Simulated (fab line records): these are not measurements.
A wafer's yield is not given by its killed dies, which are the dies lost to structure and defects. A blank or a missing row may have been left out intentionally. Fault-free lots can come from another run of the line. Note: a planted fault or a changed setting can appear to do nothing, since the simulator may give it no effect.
The same fault as seen by 3 desks -- flow n5 finfet -- each desk holds nothing but its own numbers, with what lay behind them at the end

DESK OF THE TOOL OWNER: litho track-05
The tool's own readings at N5_BEOL_M4_COAT_61 (time 60 s, resist thk 60 nm): means of the sampled wafers that have a number, for each lot that ran on this tool. Any lot whose mean is over 4 standard deviations away from the usual mean is out of limits and marked OUT; that distance is given in the brackets.
Columns: A = resist line temp C at N5_BEOL_M4_COAT_61, usual 23.02 C; B = run length s at N5_BEOL_M4_COAT_61, usual 66.04 s
lot,first seen here,A,B
L221,day 8 01:12,22.94,66.46
L231,day 10 23:27,22.88,67.66 (+7.1) OUT
This desk's verdict: out of limits on L231, starting with L231 at day 10 23:27 (run length s at N5_BEOL_M4_COAT_61). In limits: L221.

THE DEFECT DESK
What the inspections along the route counted, lot by lot: means of the sampled wafers that have a number. Any lot whose mean is over 4 standard deviations away from the usual mean is out of limits and marked OUT; that distance is given in the brackets.
Columns: A = raw defect count at N5_BEOL_M3_INSPECT_59, usual 74
lot,first seen here,A
L221,day 8 00:37,59
L223,day 8 20:22,53
L226,day 9 02:56,110
L231,day 10 20:56,126
L233,day 11 03:30,109
L234,day 11 10:40,75
L236,day 11 11:15,56
L235,day 11 14:08,92
L237,day 11 17:28,64
L241,day 12 20:31,63
L243,day 13 13:20,78
Result from this desk: across the 11 lots, nothing is out of limits.

FROM THE METROLOGY DESK
What the gauges read, lot by lot, whatever tool the lot ran on: means of the sampled wafers that have a number. Any lot whose mean is over 4 standard deviations away from the usual mean is out of limits and marked OUT; that distance is given in the brackets. Of its 10 readings 7 are shown: those that lie furthest out on some lot.
Columns: A = DIBL_N at N5_BEOL_M4_RC_MEAS_101, usual 36.3 mV/V; B = DIBL_P at N5_BEOL_M4_RC_MEAS_101, usual 36.5 mV/V; C = IOFF_P at N5_BEOL_M4_RC_MEAS_101, usual 0.22 nA/um; D = ION_N at N5_BEOL_M4_RC_MEAS_101, usual 676 uA/um; E = SS_N at N5_BEOL_M4_RC_MEAS_101, usual 71.5 mV/dec; F = SS_P at N5_BEOL_M4_RC_MEAS_101, usual 73.3 mV/dec; G = VT_P at N5_BEOL_M4_RC_MEAS_101, usual -250 mV
lot,first seen here,A,B,C,D,E,F,G
L221,day 8 10:20,33.9,34.1,0.16,667,71.3,73.1,-255
L223,day 9 08:17,36.7,35.8,0.24,685,71.8,73.2,-247
L226,day 9 16:22,36.5,37.5,0.21,686,71.4,74.3,-251
L231,day 11 14:23,35.7,36.1,0.22,673,71.1,73.5,-248
L233,day 11 20:50,36.0,34.4,0.18,662,71.5,73.0,-252
L234,day 11 22:40,35.1,36.6,0.20,666,71.5,72.7,-251
L236,day 12 02:19,35.3,35.7,0.18,668,71.2,73.1,-254
L235,day 12 06:45,36.9,36.7,0.22,679,72.2,73.1,-249
L237,day 12 13:53,35.7,36.1,0.18,670,71.4,73.5,-255
L241,day 13 16:11,36.4,39.6,0.24,682,71.7,73.1,-248
L243,day 14 04:17,35.5,36.2,0.21,668,71.7,73.6,-250
Result from this desk: across the 11 lots, nothing is out of limits.

BROUGHT TOGETHER
On L231, at day 10 23:27, an alarm was possible from the tool owner's desk.
Nothing the defect desk looked at was out of limits.
Metrology desk: nothing out of limits seen.
The defect desk has L231 on record, within its limits.
The metrology desk holds a record of L231, inside its limits.
Every lot named ran N5_BEOL_M4_COAT_61 on litho track-05.

WHAT THE SIMULATOR HAD INSERTED
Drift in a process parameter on litho track-05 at N5_BEOL_M4_COAT_61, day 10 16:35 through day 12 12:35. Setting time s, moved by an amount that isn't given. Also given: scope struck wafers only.
Struck lots among those shown: L231.
Each desk's first reading out of limits, in hours after the fault started: the tool owner's desk, 7.
